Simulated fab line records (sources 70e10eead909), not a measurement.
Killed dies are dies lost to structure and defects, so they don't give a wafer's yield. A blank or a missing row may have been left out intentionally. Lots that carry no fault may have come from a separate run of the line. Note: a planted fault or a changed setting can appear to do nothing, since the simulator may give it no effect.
Which tool is to blame? | flow nand harc | Sampling: 15 lots, 45 wafers, 5 of 1159 route steps

== WHAT THE GAUGES READ, wafer by wafer ==
NHARC_A_M0_INSPECT_27. Usual: raw defect count 423, standard deviation 100.
lot  | measured     | on                | raw defect count | flag
L565 | day 17 19:23 | defect inspect-01 | 668 503 415      |
L570 | day 18 06:34 | defect inspect-01 | 532 456 518      |
L568 | day 18 07:09 | defect inspect-01 | 465 364 691      |
L569 | day 19 01:55 | defect inspect-02 | 386 416 427      |
L573 | day 19 16:21 | defect inspect-01 | 343 290 400      |
L572 | day 19 16:30 | defect inspect-01 | 367 362 426      |
L571 | day 19 22:50 | defect inspect-02 | 307 300 396      |
L574 | day 20 01:38 | defect inspect-01 | 441 376 346      |
L584 | day 22 04:05 | defect inspect-01 | 421 330 317      |
L586 | day 23 17:22 | defect inspect-01 | 584 324 315      |
L588 | day 23 17:59 | defect inspect-01 | 359 435 462      |
L587 | day 23 17:04 | defect inspect-01 | 411 398 432      |

NHARC_A_M1_CD_MEAS_16. Usual: cd nm 119.8 nm, standard deviation 0.73.
lot  | measured     | on        | cd nm (nm)        | flag
L565 | day 17 21:16 | cd sem-02 | 120.3 119.6 119.4 |
L570 | day 18 08:21 | cd sem-01 | 119.3 119.3 118.8 |
L568 | day 18 09:01 | cd sem-01 | 120.5 120.5 121.5 |
L569 | day 19 03:49 | cd sem-02 | 120.0 119.9 119.5 |
L573 | day 19 18:34 | cd sem-01 | 119.2 119.4 119.7 |
L572 | day 19 18:25 | cd sem-03 | 120.1 121.1 121.2 |
L571 | day 20 00:43 | cd sem-02 | 120.7 120.4 119.8 |
L574 | day 20 03:35 | cd sem-02 | 119.3 119.0 119.2 |
L584 | day 22 05:59 | cd sem-01 | 118.5 119.1 118.7 |
L586 | day 23 19:08 | cd sem-03 | 120.2 119.4 120.2 |
L588 | day 23 19:44 | cd sem-02 | 120.1 120.8 119.8 |
L587 | day 23 18:55 | cd sem-02 | 119.9 120.1 119.3 |

NHARC_END_SORT_01. Usual: killed at array 28, standard deviation 8.6; killed at other 0.7, standard deviation 1.2; killed at periphery 3.1, standard deviation 2.3; killed dies 32, standard deviation 8.7; killed open 3.2, standard deviation 1.7; killed short 2.0, standard deviation 1.5.
lot  | measured     | on        | killed at array | killed at other | killed at periphery | killed dies | killed open | killed short | flag
L569 | day 20 18:22 | prober-01 | 27 42 24        | 0 2 3           | 3 4 4               | 30 48 31    | 4 3 4       | 7 4 2        |
L572 | day 21 05:57 | prober-02 | 30 21 28        | 4 0 2           | 7 8 3               | 41 29 33    | 2 2 2       | 4 2 5        |
L574 | day 21 13:43 | prober-01 | 27 33 26        | 0 0 0           | 0 3 2               | 27 36 28    | 2 4 7       | 0 2 2        |
L579 | day 22 04:52 | prober-02 | 674 674 674     | 1 1 1           | 2 2 2               | 677 677 677 | 5 1 5       | 2 3 3        | OFF
L580 | day 23 02:01 | prober-01 | 669 670 670     | 3 4 3           | 5 3 4               | 677 677 677 | 3 3 5       | 2 1 6        | OFF
L584 | day 23 20:45 | prober-02 | 23 16 21        | 0 0 0           | 4 4 6               | 27 20 27    | 3 2 2       | 4 2 2        |
L583 | day 24 02:55 | prober-02 | 674 673 674     | 0 0 0           | 3 4 3               | 677 677 677 | 1 3 4       | 0 1 2        | OFF

== EACH LOT AND THE TOOL THAT RAN IT (in order: tool; ch and the chambers of the sampled wafers; start) ==
lot  | NHARC_A_CHANNEL_HOLE_D1_STRIP_43   | NHARC_A_M0_PRE_CLEAN_29
L565 | rie diel-10 ch 2,3, day 8 23:29    | pvd sputter-03, day 17 19:23 or earlier
L570 | rie diel-10 ch 1,2,3, day 9 10:59  | pvd sputter-03, day 18 06:34 or earlier
L568 | rie diel-10 ch 1,2, day 9 11:05    | pvd sputter-02, day 18 07:09 or earlier
L569 | rie diel-10 ch 0,1,2, day 9 16:15  | pvd sputter-03, day 19 01:55 or earlier
L573 | rie diel-07 ch 0,1, day 10 02:40   | pvd sputter-03, day 19 16:21 or earlier
L572 | rie diel-10 ch 1,2, day 10 03:41   | pvd sputter-02, day 19 16:30 or earlier
L571 | rie diel-07 ch 1,2, day 10 06:50   | pvd sputter-01, day 19 22:50 or earlier
L574 | rie diel-10 ch 1,2, day 10 18:44   | pvd sputter-02, day 20 01:38 or earlier
L579 | rie diel-10 ch 1,2,3, day 12 03:17 | -
L580 | rie diel-05 ch 1,2, day 12 11:42   | -
L584 | rie diel-07 ch 0,1,2, day 12 19:33 | pvd sputter-02, day 22 04:05 or earlier
L583 | rie diel-05 ch 0,2,3, day 12 19:52 | -
L586 | rie diel-07 ch 0,2,3, day 13 18:31 | pvd sputter-03, day 23 17:22 or earlier
L588 | rie diel-05 ch 0,2,3, day 14 05:26 | pvd sputter-01, day 23 17:59 or earlier
L587 | rie diel-10 ch 1,2,3, day 14 09:38 | pvd sputter-01, day 23 17:04 or earlier
- NHARC_A_CHANNEL_HOLE_D1_STRIP_43: strips in O2/COS.
- NHARC_A_M0_PRE_CLEAN_29: time 30 s.

== AS READ BY THE TOOLS THEMSELVES (means over the sampled wafers that have a number; for cases with no such wafer, the mark the record gives instead) ==
NHARC_A_M0_PRE_CLEAN_29. Usual: heater power w 423 W, standard deviation 41.
lot  | tool           | heater power w (W) | flag
L565 | pvd sputter-03 | 439                |
L570 | pvd sputter-03 | 469                |
L568 | pvd sputter-02 | 429                |
L569 | pvd sputter-03 | 436                |
L573 | pvd sputter-03 | 426                |
L572 | pvd sputter-02 | 440                |
L571 | pvd sputter-01 | 379                |
L574 | pvd sputter-02 | 417                |
L584 | pvd sputter-02 | 444                |
L586 | pvd sputter-03 | 448                |
L588 | pvd sputter-01 | 440                |
L587 | pvd sputter-01 | 402                |

== THE ANSWER, worked out from the rows above alone ==
Rule: a lot is off if the mean of its wafers that have a number lies more than 3 standard deviations from the usual mean. A lot without any number at a reading at which 4 lots or more have one is off too. The other lots that the step has rows for count as sound. After the gauges, taken in route order, come the tools' own readings; for these a lot's mean is taken, as printed above. At the first step where some lot is off, the reading lying furthest off is the one used; lots without a number count as furthest.
Off at NHARC_END_SORT_01 (killed at array): L579, L580, L583. Neither off nor sound, because the step has no rows for them: L565, L570, L568, L573, L571, L586, L588, L587.
If a tool, at a process step before that reading, ran all the lots that are off and no sound lot after the first of them, it fits. The gauges at NHARC_END_SORT_01 are tried like those tools. NHARC_A_M0_PRE_CLEAN_29: start missing for some lots; hours and lot order therefore follow NHARC_A_M0_INSPECT_27. Of those tried, none fits.

== WHAT THE SIMULATOR PUT IN ==
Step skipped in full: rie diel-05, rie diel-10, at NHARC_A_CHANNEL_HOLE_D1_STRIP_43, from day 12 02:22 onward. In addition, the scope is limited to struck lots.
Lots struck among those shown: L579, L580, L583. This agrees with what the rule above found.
